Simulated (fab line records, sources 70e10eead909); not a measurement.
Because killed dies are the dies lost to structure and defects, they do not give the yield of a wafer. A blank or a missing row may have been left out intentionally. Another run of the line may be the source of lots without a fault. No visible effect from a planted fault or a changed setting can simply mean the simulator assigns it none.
Struck lot and sound lot, side by side | flow nand_harc | 15 steps out of a route of 1302
Sound: these wafers, L160.1, L160.2, L160.4. Struck: wafer L173.5 (left out: L173.1, L173.6 of the same lot, which were not struck); the cause appears at the end.
Each step with rows lists, per side, the tool, then ch with its chambers, then its first start. Under that, the readings that differ: sound wafers | struck wafers | difference of the means | sigmas: that difference in standard deviations of wafers without a fault.
alike: same words and numbers on both sides, and readings whose means sit less than 2 such deviations apart. not compared: any withheld reading, any reading some wafer has no value for, any bound like >300 that may hide the same value, and any number with overlapping values for which the record gives no deviation.
A row with sigmas, a row that says differs or no value, or rows on one side alone: a step with any of these is where the two part. Non-overlapping numbers with no deviation appear without sigmas and do not part them. Lack of a reading on every wafer of one side parts them only where that side has two or more wafers.

first, 8 steps without rows for these wafers: NHARC_A_M1_HMDS_02 (time 30 s); NHARC_A_M1_COAT_34 (time 65 s); NHARC_A_M1_COAT_03 (resist thk 90 nm); NHARC_A_M1_SOFTBAKE_04 (time 55 s); NHARC_A_M1_EBR_05; NHARC_A_M1_EXPOSE_06 (exposes mask A M1, target cd 120 nm); NHARC_A_M1_PEB_07 (peb time 65 s); NHARC_A_M1_DEVELOP_08 (develop time 35 s).
NHARC_A_M1_CD_MEAS_09: the cd target is 120 nm.
  sound on cd_sem-01 ch 0, day 23 09:47; struck on cd_sem-03 ch 0, day 28 13:44
  alike: cd_nm
NHARC_A_M1_OVL_MEAS_10: pitch 240 nm.
  sound on overlay-01, day 23 09:52; struck on overlay-01, day 28 13:49
  alike: overlay_x_nm, overlay_y_nm
NHARC_A_M1_INSPECT_11:
  sound on defect_inspect-01, day 23 09:54; struck on defect_inspect-01, day 28 13:52
  alike: raw_defect_count
NHARC_A_M1_DESCUM_14: chemistry O2, time 3 s.
  sound on rie_diel-05 ch 1,2,3, day 23 10:06; struck on rie_diel-05 ch 1, day 28 13:57
  alike: chamber_pressure_mTorr, drypump_motor_current_A, oes_product_au, rf_vpp_V, showerhead_plenum_p_Torr, throttle_valve_pct
  not compared: rf_hours_counter_h
NHARC_A_M1_ETCH_35: etches the open film in N2/H2, target depth 40 nm, overetch 12 nm, time 43.94 s.
  sound on rie_diel-05 ch 1,2,3, day 23 10:14; struck on rie_diel-05 ch 3, day 28 14:01
  reading               | sound             | struck | difference | sigmas
  oes_product_au (a.u.) | 0.991 1.009 0.986 | 0.859  | -0.136     | -10
  alike: bias_w, chamber_pressure_mTorr, drypump_motor_current_A, n2_flow_sccm, rf_vpp_V, showerhead_plenum_p_Torr, throttle_valve_pct
  not compared: rf_hours_counter_h
NHARC_A_M1_ETCH_15: etches the open film in C4F8/Ar, target depth 182.5 nm, time 91.2 s.
  sound on rie_diel-05 ch 0,2,3; struck on rie_diel-05 ch 2
  alike: bias_w, chamber_pressure_mTorr, oes_product_au, rf_vpp_V
  not compared: rf_hours_counter_h
NHARC_END_SORT_01:
  sound on prober-02 ch 0, day 24 21:13; struck on prober-02 ch 0, day 30 03:50
  reading            | sound       | struck | difference | sigmas
  sort_bin_4_pct (%) | 5.3 4.9 5.6 | 8.7    | +3.4       | +2
  alike: defect_limited_yield, killed_at_array, killed_at_other, killed_at_periphery, killed_dies, killed_open, killed_short, sort_bin_2_pct, sort_bin_3_pct, sort_n_pass, sort_rim_yield_pct, sort_yield_pct

== WHERE THEY PART ==
Last at NHARC_END_SORT_01 as far as this record goes, first at NHARC_A_M1_ETCH_35.

WHY: whatever the simulator had introduced
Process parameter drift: rie_diel-05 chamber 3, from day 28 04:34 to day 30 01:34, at NHARC_A_M1_ETCH_35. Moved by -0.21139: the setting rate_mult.
